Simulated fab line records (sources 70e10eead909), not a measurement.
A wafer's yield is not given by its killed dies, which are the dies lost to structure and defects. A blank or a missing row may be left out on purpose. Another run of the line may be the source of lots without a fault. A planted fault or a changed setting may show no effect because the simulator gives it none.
fab line records	flow nandHarc
record lots=7	wafers=21	lastDay=23
route steps=1159 shown A_M1@1028 END@1159
lots that met no fault: from a run of the same line without faults
startH: hours from the record's first day to the start of the lot's first wafer shown	waitH: time in hours since the lot's previous step	" the same as in the row above	L1.1+2: one row covering several wafers at once	- no value, or no start given	* or withheld: withheld	< > ~ a bound
route shown NAME@n: names a module that has steps shown in the file, with the first one's number in the route	usual: the fault-free wafers' mean and standard deviation	same: alike in all rows	chamber/n: place in a boat	sites: the reading at each site	_std_site: their standard deviation	_edge_site: the outer-site mean with the inner-site mean subtracted	radiusMm: for every site, how far away it sits from the centre of the wafer	mask NAME#n: copy n	behind: the last tool/chamber to shape the wafer	hold: why the lot went on hold/how many hours it stayed there/how the hold came to an end	device: the n, p or np transistor that did not switch	end of line: the same wafers' tests at the end of the route	step lacking rows: just its recipe	killed: dies that structure and defects cost at the first sort, which is not the same as the wafer's yield	map: the dies of a wafer, with x for killed, . for not killed, _ for no die there
set.NAME: the setting that was run; set.NAME@STEP: the one run at that earlier step	model.NAME: the simulator's own value behind a step, which no gauge read
a table for each step, a row for each wafer; lots at some steps of the route
services: when a tool's chamber went out of use (startH, in hours from the record's first day, below 0 if earlier), for how many hours, and the reason
## steps
# step NHARC_A_M1_HMDS_02
# recipe timeS=30
# step NHARC_A_M1_COAT_34
# recipe tempC=200	timeS=65
# step NHARC_A_M1_COAT_03
# recipe spinRpm=1500	resistThkNm=90
# step NHARC_A_M1_SOFTBAKE_04
# recipe tempC=105	timeS=55
# step NHARC_A_M1_EBR_05
# step NHARC_A_M1_EXPOSE_06
# recipe na=1.35	targetCdNm=120	doseMj=75.13	maskId=A_M1
# step NHARC_A_M1_PEB_07
# recipe pebTempC=100	pebTimeS=65
# step NHARC_A_M1_DEVELOP_08
# recipe developTimeS=35	devTempC=23
# step NHARC_A_M1_CD_MEAS_09
# recipe targetCdNm=120	landingEnergyEv=500
# usual cdNm=119.7/0.65
lot.wafer	tool	chamber	startH	waitH	cdNm
L891.4	cdSem-02	0	406.22	-	120.0
L891.5	"	0	"	"	120.3
L891.6	"	0	"	"	119.0
L894.2	cdSem-02	0	415.58	-	120.1
L894.3	"	0	"	"	120.2
L894.5	"	0	"	"	121.0
L898.1	cdSem-03	0	434.95	-	120.2
L898.3	"	0	"	"	120.4
L898.4	"	0	"	"	121.0
L895.1	cdSem-01	0	438.17	-	120.2
L895.2	"	0	"	"	120.6
L895.5	"	0	"	"	119.1
L896.2	cdSem-02	0	439.73	-	119.9
L896.3	"	0	"	"	119.5
L896.6	"	0	"	"	119.9
L903.2	cdSem-01	0	460.85	-	119.3
L903.3	"	0	"	"	119.5
L903.4	"	0	"	"	119.9
L910.4	cdSem-01	0	509.51	-	120.4
L910.5	"	0	"	"	119.1
L910.6	"	0	"	"	120.1
# step NHARC_A_M1_OVL_MEAS_10
# recipe pitchNm=240
# usual overlayXNm=0.0/0.72	overlayYNm=0.1/0.83
lot.wafer	tool	chamber	startH	waitH	overlayXNm	overlayYNm
L891.4	overlay-02	-	406.30	-	-0.6	-0.1
L891.5	"	-	"	"	-0.5	0.0
L891.6	"	-	"	"	-0.7	0.1
L894.2	overlay-02	-	415.67	-	0.0	-1.1
L894.3	"	-	"	"	0.3	-0.8
L894.5	"	-	"	"	0.2	-2.0
L898.1	overlay-02	-	435.04	-	0.5	-0.6
L898.3	"	-	"	"	-0.1	-0.6
L898.4	"	-	"	"	0.0	-0.8
L895.1	overlay-02	-	438.27	-	-0.9	-0.3
L895.2	"	-	"	"	-0.7	0.3
L895.5	"	-	"	"	-1.3	-0.6
L896.2	overlay-02	-	439.81	-	-0.7	0.2
L896.3	"	-	"	"	-0.5	-0.5
L896.6	"	-	"	"	-1.1	0.0
L903.2	overlay-02	-	460.95	-	-0.1	-0.3
L903.3	"	-	"	"	-0.3	0.3
L903.4	"	-	"	"	-0.3	0.3
L910.4	overlay-02	-	509.59	-	1.2	0.8
L910.5	"	-	"	"	1.2	0.8
L910.6	"	-	"	"	1.4	1.1
# step NHARC_A_M1_INSPECT_11
# usual rawDefectCount=31/14
lot.wafer	tool	chamber	startH	waitH	rawDefectCount
L891.4	defectInspect-02	-	406.33	0.0	19
L891.5	"	-	"	"	22
L891.6	"	-	"	"	35
L894.2	defectInspect-02	-	415.71	0.0	13
L894.3	"	-	"	"	13
L894.5	"	-	"	"	16
L898.1	defectInspect-01	-	435.07	0.0	25
L898.3	"	-	"	"	26
L898.4	"	-	"	"	34
L895.1	defectInspect-02	-	438.31	0.0	30
L895.2	"	-	"	"	21
L895.5	"	-	"	"	18
L896.2	defectInspect-01	-	439.85	0.0	39
L896.3	"	-	"	"	35
L896.6	"	-	"	"	35
L903.2	defectInspect-02	-	460.99	0.0	50
L903.3	"	-	"	"	42
L903.4	"	-	"	"	47
L910.4	defectInspect-02	-	509.63	0.0	27
L910.5	"	-	"	"	24
L910.6	"	-	"	"	25
# step NHARC_A_M1_DESCUM_14
# recipe timeS=3	o2FlowSccm=200	arFlowSccm=0	biasPowerW=0	chemistry=O2
# usual drypumpMotorCurrentA=5.8/0.45	oesProductAu=1.001/0.011	rfVppV=57.9/0.9	showerheadPlenumPTorr=1.93/0.079	throttleValvePct=11.311/0.0092
lot.wafer	tool	chamber	startH	waitH	drypumpMotorCurrentA	oesProductAu	rfHoursCounterH	rfVppV	showerheadPlenumPTorr	throttleValvePct
L891.4	rieDiel-13	1	406.42	0.1	5.4	0.995	8	57.6	1.99	11.315
L891.5	"	2	"	"	5.6	1.016	-	57.0	1.97	11.321
L891.6	"	3	"	"	5.8	1.003	-	57.7	1.78	11.314
L894.3	rieDiel-05	0	415.78	0.1	5.0	1.002	2	57.9	1.90	11.314
L894.2	"	2	"	"	5.8	0.996	2	57.8	1.84	11.312
L894.5	"	0	"	"	5.0	1.001	-	57.5	1.90	11.304
L898.4	rieDiel-13	2	435.13	0.1	5.5	1.021	9	58.3	1.97	11.322
L898.3	"	3	"	"	5.8	1.020	10	57.8	1.77	11.294
L898.1	"	0	"	"	6.3	1.001	10	59.0	2.04	11.297
L895.2	rieDiel-13	0	438.37	0.1	6.2	0.999	10	57.5	2.04	11.328
L895.1	"	3	"	"	5.8	1.009	10	58.0	1.78	11.312
L895.5	"	1	"	"	5.4	0.978	-	58.3	1.99	11.309
L896.3	rieDiel-05	1	439.92	0.1	6.6	1.003	2	58.5	1.95	11.310
L896.2	"	2	"	"	5.8	0.986	2	57.2	1.83	11.315
L896.6	"	1	"	"	6.5	1.001	-	58.1	1.95	11.310
L903.2	rieDiel-05	3	461.05	0.1	6.0	0.993	3	58.4	1.94	11.306
L903.3	"	1	"	"	6.5	1.006	3	57.3	1.95	11.308
L903.4	"	2	"	"	5.8	0.997	3	55.9	1.83	11.321
L910.4	rieDiel-08	1	509.69	0.1	6.1	1.004	2	57.4	1.84	11.315
L910.5	"	1	"	"	6.2	1.010	-	56.8	1.84	11.312
L910.6	"	2	"	"	5.5	1.005	-	57.5	1.99	11.298
# step NHARC_A_M1_ETCH_35
# recipe targetDepthA=400	overetchA=120	timeS=43.94	ionEnergyEv=200	n2FlowSccm=150	h2FlowSccm=150	arFlowSccm=0	rfW=400	biasW=150	chemistry=N2/H2
# usual biasW=150.0/0.46	chamberPressureMTorr=30.004/0.028	drypumpMotorCurrentA=5.9/0.44	oesProductAu=1.001/0.012	rfVppV=431.2/2.4	showerheadPlenumPTorr=2.06/0.086	throttleValvePct=14.172/0.0089
lot.wafer	tool	chamber	startH	waitH	biasW	chamberPressureMTorr	drypumpMotorCurrentA	oesProductAu	rfHoursCounterH	rfVppV	showerheadPlenumPTorr	throttleValvePct
L891.4	rieDiel-13	1	406.48	0.1	149.6	30.066	5.4	1.002	8	431.8	2.12	14.151
L891.5	"	0	"	"	150.3	29.956	6.3	1.008	-	434.3	2.18	14.163
L891.6	"	1	"	"	149.5	29.997	5.4	1.007	-	430.4	2.12	14.183
L894.3	rieDiel-05	2	415.86	0.1	-	-	-	-	-	-	-	-
L894.2	"	3	"	"	-	-	-	-	-	-	-	-
L894.5	"	1	"	"	-	-	-	-	-	-	-	-
L898.4	rieDiel-13	3	435.22	0.1	-	-	-	-	-	-	-	-
L898.3	"	0	"	"	-	-	-	-	-	-	-	-
L898.1	"	1	"	"	-	-	-	-	-	-	-	-
L895.1	rieDiel-13	0	438.46	0.1	-	-	-	-	-	-	-	-
L895.2	"	2	"	"	-	-	-	-	-	-	-	-
L895.5	"	0	"	"	-	-	-	-	-	-	-	-
L896.2	rieDiel-05	3	440.00	0.1	149.8	30.008	6.0	0.994	2	432.0	2.07	14.175
L896.3	"	2	"	"	149.4	30.031	5.8	0.988	2	427.8	1.95	14.181
L896.6	"	0	"	"	149.8	29.970	5.1	1.004	-	432.0	2.03	14.177
L903.3	rieDiel-05	1	461.14	0.1	150.2	29.991	6.5	0.995	3	430.8	2.08	14.166
L903.2	"	2	"	"	149.5	30.017	5.8	0.991	3	428.3	1.95	14.159
L903.4	"	3	"	"	149.8	29.954	6.0	1.002	3	431.5	2.07	14.181
L910.4	rieDiel-08	0	509.78	0.1	149.6	30.021	5.7	1.008	2	434.6	2.16	14.181
L910.5	"	3	"	"	149.8	29.971	6.4	0.972	-	433.7	2.14	14.169
L910.6	"	0	"	"	149.9	30.017	5.7	1.001	-	434.5	2.16	14.169
# step NHARC_A_M1_ETCH_15
# recipe targetDepthA=1825	timeS=91.2	c4f8FlowSccm=withheld	arFlowSccm=400	rfW=600	biasW=300	chemistry=C4F8/Ar
# usual biasW=300.0/0.86	chamberPressureMTorr=24.997/0.024	oesProductAu=0.959/0.021	rfVppV=441.4/2.6
lot.wafer	tool	chamber	startH	waitH	biasW	chamberPressureMTorr	oesProductAu	rfHoursCounterH	rfVppV
L891.4	rieDiel-13	2	-	-	300.6	24.981	0.977	8	443.2
L891.5	"	2	"	"	301.1	24.956	0.970	-	443.3
L891.6	"	3	"	"	300.5	24.992	0.968	-	435.6
L894.3	rieDiel-05	1	415.96	0.1	299.2	24.961	0.930	1	441.8
L894.2	"	2	"	"	299.2	25.055	0.918	2	436.9
L894.5	"	0	"	"	298.8	24.993	0.924	-	440.6
L898.3	rieDiel-13	0	435.31	0.1	298.9	24.976	0.962	10	444.5
L898.4	"	1	"	"	299.2	25.045	0.961	10	444.2
L898.1	"	2	"	"	299.7	25.005	0.963	9	443.4
L895.2	rieDiel-13	0	438.54	0.1	300.0	24.998	0.934	10	446.1
L895.1	"	1	"	"	299.0	24.997	0.927	10	442.6
L895.5	"	1	"	"	299.7	24.993	0.919	-	442.3
L896.2	rieDiel-05	1	-	-	299.8	24.979	0.970	2	441.2
L896.3	"	2	"	"	300.8	24.974	0.973	3	437.4
L896.6	"	1	"	"	299.9	25.008	0.962	-	443.1
L903.4	rieDiel-05	2	-	-	300.2	24.992	0.967	3	438.7
L903.2	"	3	"	"	299.3	24.981	0.953	3	441.8
L903.3	"	0	"	"	300.5	25.006	0.972	3	439.7
L910.4	rieDiel-08	1	-	-	301.2	25.065	0.963	2	438.7
L910.5	"	1	"	"	302.0	25.018	0.963	-	439.1
L910.6	"	2	"	"	300.8	24.978	0.981	-	442.3
# step NHARC_END_SORT_01
# recipe tempC=25
# usual defectLimitedYield=95.3/1.6	killedAtArray=28/11	killedAtOther=0.5/0.87	killedAtPeriphery=2.9/2.2	killedDies=32/11	killedOpen=3.2/1.9	killedShort=1.8/1.4	sort_bin_2_pct=1.5/0.62	sort_bin_3_pct=0.22/0.18	sort_bin_4_pct=3.0/1.1	sortNPass=645/11	sortRimYieldPct=96.1/2.4	sortYieldPct=95.3/1.6
# same grossDies=677	sort_bin_5_pct[%]=0	sort_bin_6_pct[%]=0	sort_bin_7_pct[%]=0	sort_bin_8_pct[%]=0	sortRimNGross=106.00
lot.wafer	tool	chamber	startH	waitH	defectLimitedYield[%]	killedAtArray	killedAtOther	killedAtPeriphery	killedDies	killedOpen	killedShort	sort_bin_2_pct[%]	sort_bin_3_pct[%]	sort_bin_4_pct[%]	sortNPass	sortRimYieldPct[%]	sortYieldPct[%]
L894.2	prober-02	0	457.03	2.8	0	673	1	3	677	4	4	97.9	0.30	1.8	0	0	0
L894.3	prober-02	0	457.83	3.1	0	672	2	3	677	3	1	98.5	0	1.5	0	0	0
L894.5	prober-02	0	459.43	3.7	0	672	1	4	677	2	2	98.4	0	1.6	0	0	0
L898.1	prober-02	0	475.54	2.5	0	673	1	3	677	4	3	97.9	0.15	1.9	0	0	0
L898.3	prober-02	0	477.13	3.1	0	674	0	3	677	4	4	97.6	0.59	1.8	0	0	0
L898.4	prober-02	0	477.93	3.4	0	677	0	0	677	1	1	97.3	0	2.7	0	0	0
L895.1	prober-01	0	483.47	2.5	0	673	0	4	677	0	5	96.9	0.15	3.0	0	0	0
L895.2	prober-01	0	484.28	2.8	0	674	0	3	677	3	4	97.9	0	2.1	0	0	0
L895.5	prober-01	0	486.71	3.7	0	676	0	1	677	5	2	97.9	0.15	1.9	0	0	0
L896.2	prober-02	0	484.29	2.8	93.8	35	5	2	42	1	0	1.6	0.15	4.4	635	95.3	93.8
L896.3	prober-02	0	485.11	3.1	94.5	33	2	2	37	4	1	1.6	0.30	3.5	640	94.3	94.5
L896.6	prober-02	0	487.54	4.1	94.7	33	3	0	36	1	0	1.5	0.74	3.1	641	94.3	94.7
L903.2	prober-01	0	501.53	2.8	94.7	34	0	2	36	1	0	1.9	0.44	3.0	641	100.0	94.7
L903.3	prober-01	0	502.33	3.1	94.2	33	1	5	39	3	3	1.9	0.30	3.5	638	94.3	94.2
L903.4	prober-01	0	503.13	3.4	93.9	39	0	2	41	5	3	2.5	0.15	3.4	636	94.3	93.9
L910.4	prober-02	0	553.32	3.4	95.4	24	0	7	31	3	1	1.8	0.30	2.5	646	96.2	95.4
L910.5	prober-02	0	554.12	3.7	95.6	24	0	6	30	3	3	1.6	0	2.8	647	98.1	95.6
L910.6	prober-02	0	554.91	4.0	95.6	25	0	5	30	2	2	1.5	0	3.0	647	91.5	95.6
# killed by level:class
L894.2 A_M1:areaEtch=658 A_CHANNEL_HOLE_D1:chamberFilmFlake=4 A_CONTACT:chamberFilmFlake=3 A_ONON_D1:geometricParticle:open=2 P_GATE:geometricParticle:short=1 P_CONTACT:geometricParticle:open=1 A_ONON_D1:geometricParticle:short=1 A_WL_FILL:geometricParticle:short=1
L894.3 A_M1:areaEtch=660 A_CHANNEL_HOLE_D1:chamberFilmFlake=4 A_CONTACT:chamberFilmFlake=4 THIN_TSV:chamberFilmFlake=2 P_CONTACT:geometricParticle:open=1 A_SOURCE_PLATE:geometricParticle:open=1 A_WL_FILL:geometricParticle:short=1 A_CONTACT:geometricParticle:open=1
L894.5 A_M1:areaEtch=660 A_CHANNEL_HOLE_D1:chamberFilmFlake=4 A_CONTACT:chamberFilmFlake=3 P_GATE:geometricParticle:open=2 P_M1:geometricParticle:short=1 A_ONON_D1:geometricParticle:short=1 A_SGD_CUT:chamberFilmFlake=1 P_M2:chamberFilmFlake=1
L898.1 A_M1:areaEtch=651 A_CONTACT:chamberFilmFlake=7 A_SLIT:chamberFilmFlake=6 A_STAIRCASE:chamberFilmFlake=3 P_CONTACT:geometricParticle:short=2 A_CONTACT:geometricParticle:open=2 A_CHANNEL_HOLE_D1:chamberFilmFlake=2 P_CONTACT:geometricParticle:open=1
L898.3 A_M1:areaEtch=648 A_SLIT:chamberFilmFlake=10 A_CHANNEL_HOLE_D1:chamberFilmFlake=3 A_STAIRCASE:chamberFilmFlake=3 A_CONTACT:chamberFilmFlake=3 P_CONTACT:geometricParticle:open=1 A_ONON_D1:geometricParticle:open=1 A_CHANNEL_FILL_D1:geometricParticle:short=1
L898.4 A_M1:areaEtch=651 A_SLIT:chamberFilmFlake=12 A_CHANNEL_HOLE_D1:chamberFilmFlake=4 A_CONTACT:chamberFilmFlake=4 A_STAIRCASE:chamberFilmFlake=3 A_ONON_D1:geometricParticle:short=1 A_M0:geometricParticle:open=1 A_BLC:chamberFilmFlake=1
L895.1 A_M1:areaEtch=647 A_SLIT:chamberFilmFlake=16 A_CONTACT:chamberFilmFlake=3 A_ONON_D1:geometricParticle:short=2 A_CHANNEL_HOLE_D1:chamberFilmFlake=2 P_CONTACT:geometricParticle:short=1 A_CHANNEL_FILL_D1:geometricParticle:short=1 A_SGD_CUT:geometricParticle:short=1
L895.2 A_M1:areaEtch=655 A_SLIT:chamberFilmFlake=6 A_CHANNEL_HOLE_D1:chamberFilmFlake=3 A_STAIRCASE:chamberFilmFlake=2 A_CONTACT:chamberFilmFlake=2 A_BLC:chamberFilmFlake=2 P_STI:geometricParticle:short=1 P_GATE:geometricParticle:short=1
L896.2 A_CHANNEL_HOLE_D1:chamberFilmFlake=16 A_SLIT:chamberFilmFlake=15 THIN_TSV:chamberFilmFlake=5 A_STAIRCASE:chamberFilmFlake=3 P_ZERO_WELL:chamberFilmFlake=2 A_ONON_D1:geometricParticle:open=1
L896.3 A_CHANNEL_HOLE_D1:chamberFilmFlake=12 A_SLIT:chamberFilmFlake=10 A_STAIRCASE:chamberFilmFlake=3 A_BLC:chamberFilmFlake=2 THIN_TSV:chamberFilmFlake=2 P_GATE:geometricParticle:open=1 P_M1:geometricParticle:open=1 A_ONON_D1:geometricParticle:open=1
L895.5 A_M1:areaEtch=657 A_SLIT:chamberFilmFlake=7 A_CHANNEL_HOLE_D1:chamberFilmFlake=3 A_ONON_D1:geometricParticle:open=2 P_GATE:geometricParticle:open=1 A_STAIRCASE:geometricParticle:short=1 A_STAIRCASE:geometricParticle:open=1 A_SGD_CUT:geometricParticle:short=1
L896.6 A_CHANNEL_HOLE_D1:chamberFilmFlake=15 A_SLIT:chamberFilmFlake=13 THIN_TSV:chamberFilmFlake=3 A_M0:geometricParticle:open=1 A_CHANNEL_FILL_D1:chamberFilmFlake=1 A_ZERO_WELL:chamberFilmFlake=1 A_STAIRCASE:chamberFilmFlake=1 A_CONTACT:chamberFilmFlake=1
L903.2 A_CHANNEL_HOLE_D1:chamberFilmFlake=13 A_SLIT:chamberFilmFlake=12 A_CONTACT:chamberFilmFlake=6 A_STAIRCASE:chamberFilmFlake=2 A_M0:geometricParticle:open=1 P_GATE:chamberFilmFlake=1 P_M1:chamberFilmFlake=1
L903.3 A_CHANNEL_HOLE_D1:chamberFilmFlake=11 A_SLIT:chamberFilmFlake=10 A_CONTACT:chamberFilmFlake=6 P_STI:chamberFilmFlake=3 P_GATE:chamberFilmFlake=2 A_ONON_D1:geometricParticle:open=1 A_ONON_D1:geometricParticle:short=1 A_SGD_CUT:geometricParticle:open=1
L903.4 A_CHANNEL_HOLE_D1:chamberFilmFlake=11 A_SLIT:chamberFilmFlake=10 A_CONTACT:chamberFilmFlake=4 A_STAIRCASE:chamberFilmFlake=4 A_SGD_CUT:geometricParticle:short=2 A_BLC:chamberFilmFlake=2 P_CONTACT:geometricParticle:open=1 A_CHANNEL_FILL_D1:geometricParticle:short=1
L910.4 P_ZERO_WELL:chamberFilmFlake=5 A_CHANNEL_HOLE_D1:chamberFilmFlake=5 A_CONTACT:chamberFilmFlake=4 A_CHANNEL_FILL_D1:chamberFilmFlake=3 A_STAIRCASE:chamberFilmFlake=3 A_WL_FILL:chamberFilmFlake=3 P_CONTACT:geometricParticle:short=1 A_STAIRCASE:geometricParticle:open=1
L910.5 A_CHANNEL_HOLE_D1:chamberFilmFlake=11 A_CONTACT:chamberFilmFlake=6 P_ZERO_WELL:chamberFilmFlake=2 A_WL_FILL:chamberFilmFlake=2 P_M0:geometricParticle:short=1 P_M1:geometricParticle:open=1 A_CHANNEL_FILL_D1:geometricParticle:open=1 A_STAIRCASE:geometricParticle:short=1
L910.6 A_CHANNEL_HOLE_D1:chamberFilmFlake=7 A_CONTACT:chamberFilmFlake=6 A_SGD_CUT:chamberFilmFlake=3 P_ZERO_WELL:chamberFilmFlake=2 P_GATE:chamberFilmFlake=2 A_CHANNEL_FILL_D1:chamberFilmFlake=2 A_STAIRCASE:chamberFilmFlake=2 P_STI:geometricParticle:open=1
# map L894.2 (x killed, . not)
____________x____________
_________xxxxxxx_________
_______xxxxxxxxxxx_______
______xxxxxxxxxxxxx______
_____xxxxxxxxxxxxxxx_____
____xxxxxxxxxxxxxxxxx____
____xxxxxxxxxxxxxxxxx____
___xxxxxxxxxxxxxxxxxxx___
___xxxxxxxxxxxxxxxxxxx___
__xxxxxxxxxxxxxxxxxxxxx__
__xxxxxxxxxxxxxxxxxxxxx__
_xxxxxxxxxxxxxxxxxxxxxxx_
_xxxxxxxxxxxxxxxxxxxxxxx_
_xxxxxxxxxxxxxxxxxxxxxxx_
_xxxxxxxxxxxxxxxxxxxxxxx_
_xxxxxxxxxxxxxxxxxxxxxxx_
xxxxxxxxxxxxxxxxxxxxxxxxx
xxxxxxxxxxxxxxxxxxxxxxxxx
xxxxxxxxxxxxxxxxxxxxxxxxx
xxxxxxxxxxxxxxxxxxxxxxxxx
xxxxxxxxxxxxxxxxxxxxxxxxx
_xxxxxxxxxxxxxxxxxxxxxxx_
_xxxxxxxxxxxxxxxxxxxxxxx_
_xxxxxxxxxxxxxxxxxxxxxxx_
_xxxxxxxxxxxxxxxxxxxxxxx_
_xxxxxxxxxxxxxxxxxxxxxxx_
__xxxxxxxxxxxxxxxxxxxxx__
__xxxxxxxxxxxxxxxxxxxxx__
___xxxxxxxxxxxxxxxxxxx___
___xxxxxxxxxxxxxxxxxxx___
____xxxxxxxxxxxxxxxxx____
____xxxxxxxxxxxxxxxxx____
_____xxxxxxxxxxxxxxx_____
______xxxxxxxxxxxxx______
_______xxxxxxxxxxx_______
_________xxxxxxx_________
____________x____________
# map L895.1 (x killed, . not)
____________x____________
_________xxxxxxx_________
_______xxxxxxxxxxx_______
______xxxxxxxxxxxxx______
_____xxxxxxxxxxxxxxx_____
____xxxxxxxxxxxxxxxxx____
____xxxxxxxxxxxxxxxxx____
___xxxxxxxxxxxxxxxxxxx___
___xxxxxxxxxxxxxxxxxxx___
__xxxxxxxxxxxxxxxxxxxxx__
__xxxxxxxxxxxxxxxxxxxxx__
_xxxxxxxxxxxxxxxxxxxxxxx_
_xxxxxxxxxxxxxxxxxxxxxxx_
_xxxxxxxxxxxxxxxxxxxxxxx_
_xxxxxxxxxxxxxxxxxxxxxxx_
_xxxxxxxxxxxxxxxxxxxxxxx_
xxxxxxxxxxxxxxxxxxxxxxxxx
xxxxxxxxxxxxxxxxxxxxxxxxx
xxxxxxxxxxxxxxxxxxxxxxxxx
xxxxxxxxxxxxxxxxxxxxxxxxx
xxxxxxxxxxxxxxxxxxxxxxxxx
_xxxxxxxxxxxxxxxxxxxxxxx_
_xxxxxxxxxxxxxxxxxxxxxxx_
_xxxxxxxxxxxxxxxxxxxxxxx_
_xxxxxxxxxxxxxxxxxxxxxxx_
_xxxxxxxxxxxxxxxxxxxxxxx_
__xxxxxxxxxxxxxxxxxxxxx__
__xxxxxxxxxxxxxxxxxxxxx__
___xxxxxxxxxxxxxxxxxxx___
___xxxxxxxxxxxxxxxxxxx___
____xxxxxxxxxxxxxxxxx____
____xxxxxxxxxxxxxxxxx____
_____xxxxxxxxxxxxxxx_____
______xxxxxxxxxxxxx______
_______xxxxxxxxxxx_______
_________xxxxxxx_________
____________x____________
## services
tool	chamber	startH	hours	kind
rieDiel-13	0	383.00	-	clean
rieDiel-13	1	383.00	-	clean
rieDiel-13	2	383.00	-	clean
rieDiel-13	3	383.00	-	clean
rieDiel-05	1	388.40	12.5	repair
rieDiel-13	3	397.56	3.7	repair
rieDiel-05	0	398.60	-	clean
rieDiel-05	2	398.60	-	clean
rieDiel-05	3	398.60	-	clean
rieDiel-13	0	407.50	-	clean
rieDiel-13	1	407.50	-	clean
rieDiel-13	2	407.50	-	clean
rieDiel-13	3	407.50	-	clean
rieDiel-05	0	423.10	-	clean
rieDiel-05	1	423.10	-	clean
rieDiel-05	2	423.10	-	clean
rieDiel-05	3	423.10	-	clean
rieDiel-13	0	432.00	-	clean
rieDiel-13	1	432.00	-	clean
rieDiel-13	-	453.00	9.0	pm
rieDiel-08	3	458.61	12.0	repair
rieDiel-13	3	464.86	3.8	repair
rieDiel-08	-	478.88	9.0	pm
rieDiel-05	0	494.87	28.8	repair
## key
firstSign step=NHARC_A_M1_ETCH_35	reading=toolRecord	direction=missing
effect step=NHARC_END_SORT_01	reading=sort_bin_2_pct	direction=up	sigmas=99+	usual=1.5	struck=97.8
moreKillsBornAt NHARC_A_M1_ETCH_35@rieDiel-13=3909	NHARC_A_M1_ETCH_35@rieDiel-05=1978
metAt NHARC_A_M1_ETCH_35
struckWafers L894.2,L894.3,L894.5,L895.1,L895.2,L895.5,L898.1,L898.3,L898.4
laterRowsLeftOut L894.2,L894.3,L894.5,L895.1,L895.2,L895.5,L898.1,L898.3,L898.4
onsetBetween 406.48 415.86
fault kind=skippedStepWhole	tool=rieDiel-05,rieDiel-13	chamber=-	onsetH=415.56	steps=NHARC_A_M1_ETCH_35	scope=struckLotsOnly
# laterRowsLeftOut: the simulator's readings of these wafers behind a module that went badly wrong aren't trusted and aren't shown, but for the sort
